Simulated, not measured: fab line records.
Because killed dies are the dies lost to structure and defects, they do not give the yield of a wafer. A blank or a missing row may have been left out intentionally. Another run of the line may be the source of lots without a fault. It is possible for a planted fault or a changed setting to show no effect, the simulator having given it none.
Problem report in the 8D (eight disciplines) form, filled by code	flow nandHarc	the parts of the form that need people (team, actions taken, sign-off) are left out

1. WHAT IS WRONG
Mean of beamEnergyKeV at NHARC_P_GATE_IMPLANT_94: 58.578 across 6 wafers in 2 lots; on wafers with no fault it is 59.999 (standard deviation 0.017). That puts it -84 standard deviations away from the usual mean.
The first sign was on wafer L519.2 at day 9 21:13, on implanter-02. The record has a number at this step for 39 wafers belonging to 13 lots. Rule for "out" (also "out of limits"): further than 4 standard deviations from the usual mean. Any other wafer with a number is counted as sound.

2. WHAT IT IS; WHAT IT IS NOT
question	is	is not
which readings at this step	beamEnergyKeV	-
which lots	L519, L520	L509, L511, L512, L513, L515, L516, L517, L518, L529, L530, L531
which wafers of those lots	all that have a number	-
read on which tools	implanter-02	implanter-01
when	from day 9 21:13	up to then (24 sound wafers); but 9 sound wafers of L529, L530, L531 came after

3. SUSPECTS, AND WHAT RULES EACH OUT
Counting: a tool at any process step up to the reading remains a suspect when it ran all the lots that are out and ran no sound lot after the first of those.
- implanter-02 at NHARC_P_GATE_IMPLANT_94: ruled out as a lasting fault. Sound lots L529, L530, L531 ran on it after its first lot that is out, L519 (day 9 21:13).
Left after counting: nothing in the record.

4. THE CAUSE (what the simulator had put in)
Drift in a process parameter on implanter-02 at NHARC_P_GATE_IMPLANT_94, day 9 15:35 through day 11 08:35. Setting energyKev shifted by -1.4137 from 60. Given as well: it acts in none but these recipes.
Counting ruled it out, wrongly.

5. SEQUENCE OF EFFECTS, ordered by route
One row per reading whose mean, taken over the struck wafers that have a number, lies over 3 standard deviations from the usual. Only readings whose record carries a usual standard deviation are examined. hours: median over the lots of the time between each lot's start at the first step of this table that gives one and its start at this step. sigmas: the change, counted in usual standard deviations.
hours	step	reading	usual	on struck wafers	change	sigmas
0	NHARC_P_GATE_IMPLANT_94	beamEnergyKeV	59.999	58.578	-1.421	-84
Process steps it contains:
- NHARC_P_GATE_IMPLANT_94

6. HOW IT WOULD HAVE BEEN CAUGHT EARLIER
The fault began at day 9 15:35; the first out-of-limits reading in this record came at day 9 21:13, 6 hours later.
